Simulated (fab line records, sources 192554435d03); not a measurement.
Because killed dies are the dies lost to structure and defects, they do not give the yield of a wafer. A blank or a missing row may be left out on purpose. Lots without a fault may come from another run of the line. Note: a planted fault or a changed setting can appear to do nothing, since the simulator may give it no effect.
A struck lot beside a sound one | flow n5 finfet | 35 steps out of a route of 1938
Sound: wafers L191.1, L191.4, L191.6. Struck: wafer L211.3 (L211.1, L211.2, from the same lot, were not struck and are left out); the cause is given at the end.
For every step that has rows: the tool of each side, followed by ch and its chambers, followed by its first start. Under that, the readings that differ: sound wafers | struck wafers | difference of the means | sigmas: that difference in standard deviations of wafers without a fault.
alike: words and numbers the same on both sides, and readings whose means are apart by under 2 such deviations; not compared: readings that were withheld, readings missing a value for some wafer, numbers with overlapping values and no deviation given by the record, and bounds like >300 which may hide the same value.
A row with sigmas, a row that says differs or no value, or rows on one side alone: a step with any of these is where the two part. When numbers do not overlap yet have no deviation, they are printed without sigmas and do not part them. Lack of a reading on every wafer of one side parts them only where that side has two or more wafers.

first, 10 steps without rows for these wafers: N5_BEOL_M5_ILD_DEP_00 (deposits SiCOH lowk from DEMS/porogen, target thk 140.64 nm, time 25.9 s); N5_BEOL_M5_CURE_79 (cures SiCOH lowk, time 240 s); N5_BEOL_M5_PECVD_70 (deposits SiO2 from TEOS/O2, target thk 16 nm, time 18 s); N5_BEOL_M5_HM_DEP_02 (deposits TiN, target thk 20 nm); N5_BEOL_M5_COAT_59 (time 60 s, resist thk 60 nm); N5_BEOL_M5_COAT_60 (time 60 s, resist thk 12 nm); N5_BEOL_M5_COAT_71 (time 60 s, resist thk 5 nm); N5_BEOL_M5_COAT_05 (resist thk 30 nm); N5_BEOL_M5_EBR_07; N5_BEOL_M5_SOFTBAKE_06 (time 60 s).
N5_BEOL_M5_EXPOSE_08: exposes mask M5, target cd 28 nm.
  sound on euv scanner-02 ch 0, day 9 06:22; struck on euv scanner-02 ch 0, day 14 22:51
  alike: mask
then, 2 steps without rows for these wafers: N5_BEOL_M5_PEB_09 (peb time 60 s); N5_BEOL_M5_DEVELOP_10 (develop time 30 s).
N5_BEOL_M5_DESCUM_16: chemistry O2, time 7 s.
  sound on rie diel-06 ch 1,2,3, day 9 06:52; struck on rie diel-03 ch 1, day 14 23:06
  reading                     | sound             | struck | difference | sigmas
  bias power w (W)            | 19.93 19.98 19.93 | 20.11  | +0.16      | +3
  drypump motor current A (A) | 5.8 5.8 5.3       | 6.5    | +0.9       | +3
  model.BEOL_M5.cd nm (nm)    | 27.4 28 27.6      | 27     | -1         |
  alike: oes product au, rf vpp V, showerhead plenum p Torr, throttle valve pct
  not compared: rf hours counter h
then, 19 steps without rows for these wafers: N5_BEOL_M5_ETCH_72 (etches underlayer in N2/H2, target depth 6.5 nm, time 5.2 s); N5_BEOL_M5_ETCH_61 (etches SiARC in CF4, target depth 15.6 nm, time 26 s); N5_BEOL_M5_ETCH_62 (etches SOC in N2/H2, target depth 75 nm, overetch 15 nm, time 112.5 s); N5_BEOL_M5_STRIP_63 (strips in N2/H2); N5_BEOL_M5_STRIP_73 (strips in N2/H2); N5_BEOL_M5_STRIP_64 (strips in CF4); N5_BEOL_M5_HM_OPEN_17 (chemistry Cl2/BCl3, target TiN, target depth 20 nm, overetch 6 nm); N5_BEOL_M5_STRIP_19 (strips in O2); N5_BEOL_M5_COAT_65 (time 60 s, resist thk 60 nm); N5_BEOL_M5_COAT_66 (time 60 s, resist thk 12 nm); N5_BEOL_M5_COAT_74 (time 60 s, resist thk 5 nm); N5_BEOL_M5_COAT_22 (resist thk 30 nm); N5_BEOL_M5_EBR_24; N5_BEOL_M5_SOFTBAKE_23 (time 60 s); N5_BEOL_M5_EXPOSE_25 (exposes mask V4, defocus 10 nm); N5_BEOL_M5_PEB_26 (peb time 60 s); N5_BEOL_M5_DEVELOP_27 (develop time 30 s); N5_BEOL_M5_DESCUM_33 (chemistry O2, time 7 s); N5_BEOL_M5_ETCH_75 (etches underlayer in N2/H2, target depth 6.5 nm, time 5.2 s).
N5_BEOL_M5_ETCH_41: etches SiCN in CH3F/O2, target depth 31.5 nm, time 56.7 s.
  sound on rie diel-02 ch 1,2,3; struck on rie diel-06 ch 0
  alike: drypump motor current A, oes product au, rf vpp V, showerhead plenum p Torr, throttle valve pct
  not compared: rf hours counter h, model.BEOL_M5.cd nm
N5_PASSIVATION_PROBE_49:
  the record holds rows for the sound wafers here (prober-01, day 13 13:12) but none for the struck ones

## WHERE THEY PART
Last at N5_PASSIVATION_PROBE_49 as far as this record goes, first at N5_BEOL_M5_DESCUM_16.

WHY: what the simulator had put in
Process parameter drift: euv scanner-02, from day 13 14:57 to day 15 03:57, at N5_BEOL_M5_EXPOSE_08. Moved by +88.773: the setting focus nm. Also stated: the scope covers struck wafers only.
